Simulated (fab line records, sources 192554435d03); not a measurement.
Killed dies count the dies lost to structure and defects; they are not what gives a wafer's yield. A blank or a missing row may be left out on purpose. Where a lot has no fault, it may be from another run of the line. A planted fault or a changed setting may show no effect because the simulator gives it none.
Tool commonality check | flow n5-finfet | 10 lots and 30 wafers in the sample

== WHY IT WAS OPENED ==
Flagged at N5_BEOL_M15_CD_MEAS_28: reading cd-nm, on 2 of 10 lots. Fault-free wafers read 407.6 nm, with a standard deviation of 1.5.
Rule: a lot is flagged when every wafer of it that has a number lies more than 4 standard deviations from that mean, or none has a number. All remaining lots are regarded as sound.

lot  | measured     | on        | cd-nm (nm), wafer by wafer | flag
L660 | day 12 16:04 | cd-sem-01 | 407.4 407.2 407.5          |
L659 | day 12 20:57 | cd-sem-01 | 408.1 409.3 409.9          |
L662 | day 13 07:00 | cd-sem-01 | 407.8 408.8 408.0          |
L673 | day 15 04:40 | cd-sem-02 | 409.2 408.0 407.6          |
L671 | day 15 18:34 | cd-sem-02 | 380.7 381.8 381.5          | FLAGGED
L672 | day 15 19:54 | cd-sem-03 | 385.7 385.3 387.3          | FLAGGED
L674 | day 16 05:49 | cd-sem-01 | 409.0 409.9 408.5          |
L677 | day 16 07:16 | cd-sem-02 | 406.0 405.1 407.5          |
L675 | day 16 12:31 | cd-sem-02 | 407.8 408.5 405.6          |
L680 | day 17 10:58 | cd-sem-02 | 405.5 404.5 404.8          |
The mean of the flagged lots' numbers is 383.7 nm, -23.9 nm from the usual (-16 standard deviations).

== TOOL THAT RAN EACH LOT ==
The record keeps 1 process step preceding the reading, out of 1938 steps on the route. Every cell lists first the tool, next ch and the chambers used by the sampled wafers, and last the start.
lot  | flag    | N5_BEOL_M15_PEB_26
L660 |         | litho-track-02 ch 0, day 12 15:56
L659 |         | litho-track-02 ch 0, day 12 20:50
L662 |         | litho-track-01 ch 0, day 13 06:53
L673 |         | litho-track-01 ch 0, day 15 04:34
L671 | FLAGGED | litho-track-02 ch 0, day 15 18:26
L672 | FLAGGED | litho-track-02 ch 0, day 15 19:47
L674 |         | litho-track-01 ch 0, day 16 05:41
L677 |         | litho-track-03 ch 0, day 16 07:08
L675 |         | litho-track-03 ch 0, day 16 12:24
L680 |         | litho-track-03 ch 0, day 17 10:50
What is done by these steps:
- N5_BEOL_M15_PEB_26: peb time 90 s.
- N5_BEOL_M15_CD_MEAS_28: target cd 407.6 nm.

== FLAGGED OVER TOTAL, TOOL BY TOOL (the gauges that took the reading come last) ==
step                   | tool           | lots run | flagged | share of the flagged lots | sound lots run after its first flagged lot
N5_BEOL_M15_PEB_26     | litho-track-01 | 3        | 0       | none                      | -
N5_BEOL_M15_PEB_26     | litho-track-02 | 4        | 2       | all                       | 0
N5_BEOL_M15_PEB_26     | litho-track-03 | 3        | 0       | none                      | -
N5_BEOL_M15_CD_MEAS_28 | cd-sem-01      | 4        | 0       | none                      | -
N5_BEOL_M15_CD_MEAS_28 | cd-sem-02      | 5        | 1       | some                      | 3 (L677,L675,L680)
N5_BEOL_M15_CD_MEAS_28 | cd-sem-03      | 1        | 1       | some                      | 0

== WHAT THE TABLE PERMITS ==
1 row of the table ran every flagged lot: litho-track-02 at N5_BEOL_M15_PEB_26.
- litho-track-02 at N5_BEOL_M15_PEB_26 ran 4 lots, 2 of them flagged. Last sound lot L659 at day 12 20:50, first flagged lot L671 at day 15 18:26; a fault beginning in between fits. Its own readings lie more than 4 standard deviations out on every wafer of the flagged lots: heater-power-total-W, plate-temp-C.
One tool is left: litho-track-02 at N5_BEOL_M15_PEB_26.

== WHAT HAD BEEN PUT IN BY THE SIMULATOR ==
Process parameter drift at N5_BEOL_M15_PEB_26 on litho-track-02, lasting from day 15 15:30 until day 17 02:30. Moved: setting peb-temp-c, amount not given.
Shown lots that were struck: L671, L672. This agrees with what the rule above found.
